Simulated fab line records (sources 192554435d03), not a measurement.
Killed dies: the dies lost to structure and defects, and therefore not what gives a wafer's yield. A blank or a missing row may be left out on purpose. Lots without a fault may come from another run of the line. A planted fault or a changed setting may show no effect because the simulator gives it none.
Comparing a struck lot with a sound one | flow n5-finfet | 19 out of 1938 route steps
Sound: the wafers L113.2, L113.3, L113.4. Struck: wafers L125.1, L125.2. (L125.5 of the same lot was not struck and is left out.) The cause comes at the end.
Each step with rows lists, per side, the tool, then ch with its chambers, then its first start. Under that, the readings that differ: sound wafers | struck wafers | difference of the means | sigmas: that difference in standard deviations of wafers without a fault.
alike: words and numbers the same on both sides, and readings whose means are apart by under 2 such deviations; not compared: readings that were withheld, readings missing a value for some wafer, numbers with overlapping values and no deviation given by the record, and bounds like >300 which may hide the same value.
The two part at a step that has a row with sigmas, a row that says differs or no value, or rows on one side only. Non-overlapping numbers with no deviation appear without sigmas and do not part them. A reading that every wafer of one side lacks parts them only if that side has two wafers or more.

first, 1 step without rows for these wafers: N5_BEOL_M13_ETCH_67 (etches SiARC in CF4, target depth 143 nm, time 238.3 s).
N5_BEOL_M13_ETCH_68: etches SOC in N2/H2, time 355 s.
  sound on rie-diel-06 ch 1,2,3, day 12 01:37; struck on rie-diel-02 ch 0,2, day 15 04:27
  alike: drypump-motor-current-A, oes-product-au, rf-vpp-V, showerhead-plenum-p-Torr, throttle-valve-pct
  not compared: rf-hours-counter-h
then, 3 steps without rows for these wafers: N5_BEOL_M13_STRIP_69 (strips in N2/H2); N5_BEOL_M13_TRENCH_ETCH_34 (etches SiOC in C4F8/O2/Ar, target depth 413.47 nm, time 162.6 s); N5_BEOL_M13_STRIP_70 (strips in C4F8/O2/Ar).
N5_BEOL_M13_OCD_MEAS_35:
  sound on ocd-01 at day 12 02:01; struck on ocd-02 at day 15 04:50
  alike: trench-depth-nm
N5_BEOL_M13_STRIP_37: strips in N2/H2.
  sound on plasma-asher-01 ch 0,1, day 12 02:04; struck on plasma-asher-02 ch 0,1, day 15 04:53
  alike: drypump-motor-current-A, heater-power-w, oes-product-au
  not compared: rf-hours-counter-h
then, 3 steps without rows for these wafers: N5_BEOL_M13_ETCH_38 (etches SiCN in CF4/N2, target depth 67.5 nm, time 71.9 s); N5_BEOL_M13_PRECLEAN_39 (cleans in residue remover, time 60 s); N5_BEOL_M13_SRD_40 (time 30 s, dry time 30 s).
N5_BEOL_M13_DEGAS_41: time 60 s.
  sound on pvd-sputter-03 at day 12 03:17; struck on pvd-sputter-01 at day 15 06:29
  alike: heater-power-w
N5_BEOL_M13_PRE_CLEAN_42: time 30 s.
  sound on pvd-sputter-03 at day 12 03:19; struck on pvd-sputter-01 at day 15 06:31
  alike: heater-power-w
N5_BEOL_M13_SPUTTER_43: material TaN, target thk 15 nm, time 24.19 s.
  sound on pvd-sputter-03 at day 12 03:22; struck on pvd-sputter-01 at day 15 06:34
  reading                                      | sound          | struck    | difference | sigmas
  model.TaN_of_BEOL_M13_SPUTTER_43.thk-nm (nm) | 14.6 14.8 14.8 | 11.2 11.4 | -3.4       |
  alike: throttle-valve-pct
then, 1 step without rows for these wafers: N5_BEOL_M13_SPUTTER_44 (material Ta, target thk 10 nm, time 16.13 s).
N5_BEOL_M13_SPUTTER_45: material Cu, target thk 80 nm, time 13.33 s.
  sound on pvd-sputter-03 at day 12 03:31; struck on pvd-sputter-01 at day 15 06:43
  alike: throttle-valve-pct
then, 2 steps without rows for these wafers: N5_BEOL_M13_ECD_47 (material Cu, target thk 936 nm); N5_BEOL_M13_ANNEAL_48 (time 90 s).
N5_BEOL_M13_CMP_49: polishes, stops on SiOC, t overpolish 17.1 s, target thk 420 nm.
  sound on cmp-01 ch 0,1,3, day 12 04:17; struck on cmp-03 ch 0,3, day 15 07:20
  reading                      | sound          | struck    | difference | sigmas
  barrier-field-endpoint-s (s) | 29.0 29.4 28.8 | 25.4 24.8 | -4.0       | -6
  alike: edge-zone-pressure-frac, motor-current-A, retaining-ring-pressure-frac
N5_BEOL_M13_THK_MEAS_50: measures by xrf.
  sound on film-metro-01 at day 12 04:34; struck on film-metro-01 at day 15 07:36
  alike: M13_THK

WHERE THEY PART
Only at N5_BEOL_M13_CMP_49, within this record. Later steps at which nothing parts them and some readings are alike: N5_BEOL_M13_THK_MEAS_50.

WHY: what had been put in by the simulator
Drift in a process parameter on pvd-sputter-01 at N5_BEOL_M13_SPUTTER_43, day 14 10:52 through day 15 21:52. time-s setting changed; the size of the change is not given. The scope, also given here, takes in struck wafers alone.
